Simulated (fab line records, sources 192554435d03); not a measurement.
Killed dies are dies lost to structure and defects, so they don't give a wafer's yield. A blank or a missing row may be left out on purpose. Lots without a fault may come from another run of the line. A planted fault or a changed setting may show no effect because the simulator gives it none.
Chamber matching | flow n5_finfet | N5_BEOL_M10_DEP_56 on pecvd-04: 3 sister chambers
The step deposits SiCN from 3MS/NH3, target thk 15 nm, time 26.5 s. 3 wafers are shown with their chamber, then 10 later ones without.

WAFERS WITH THEIR CHAMBER
wafer  | chamber | showerhead_plenum_p_Torr (Torr)
L090.6 | 2       | 3.666
L092.4 | 1       | 3.659
L092.5 | 0       | 3.679

WAFERS WITHOUT THEIR CHAMBER
wafer  | showerhead_plenum_p_Torr (Torr)
L092.6 | 3.660
L091.1 | 3.644
L091.5 | 3.670
L091.6 | 3.675
L095.1 | 3.661
L095.4 | 3.682
L095.5 | 3.661
L096.2 | 3.661
L096.4 | 3.663
L096.6 | 3.678

WHICH CHAMBER EACH WENT THROUGH
wafer  | from the rows above          | in truth
L092.6 | can't be placed: 1 or 2      | 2
L091.1 | can't be placed: 1 or 2      | 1
L091.5 | can't be placed: 2 or 0 or 1 | 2
L091.6 | can't be placed: 0 or 2      | 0
L095.1 | can't be placed: 1 or 2      | 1
L095.4 | 0                            | 0
L095.5 | can't be placed: 1 or 2      | 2
L096.2 | can't be placed: 1 or 2      | 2
L096.4 | can't be placed: 2 or 1      | 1
L096.6 | 0                            | 0
Placed correctly: 2 of 10. Can't be placed from these rows: 8 (the true chamber is among the candidates in 8). Placed wrongly: 0.
How it was worked out, from the rows above alone: a wafer's distance from a chamber is the root of the sum, over the readings, of the square of ((its reading less the chamber's mean) divided by the reading's scatter). The wafer belongs to the nearest chamber; if the next one is less than 2 further off, it can't be placed. A chamber's mean is the mean of its shown wafers. The scatter: with one shown wafer a chamber, the root of the mean of the squares of how far each hidden wafer lies from its nearest shown one.
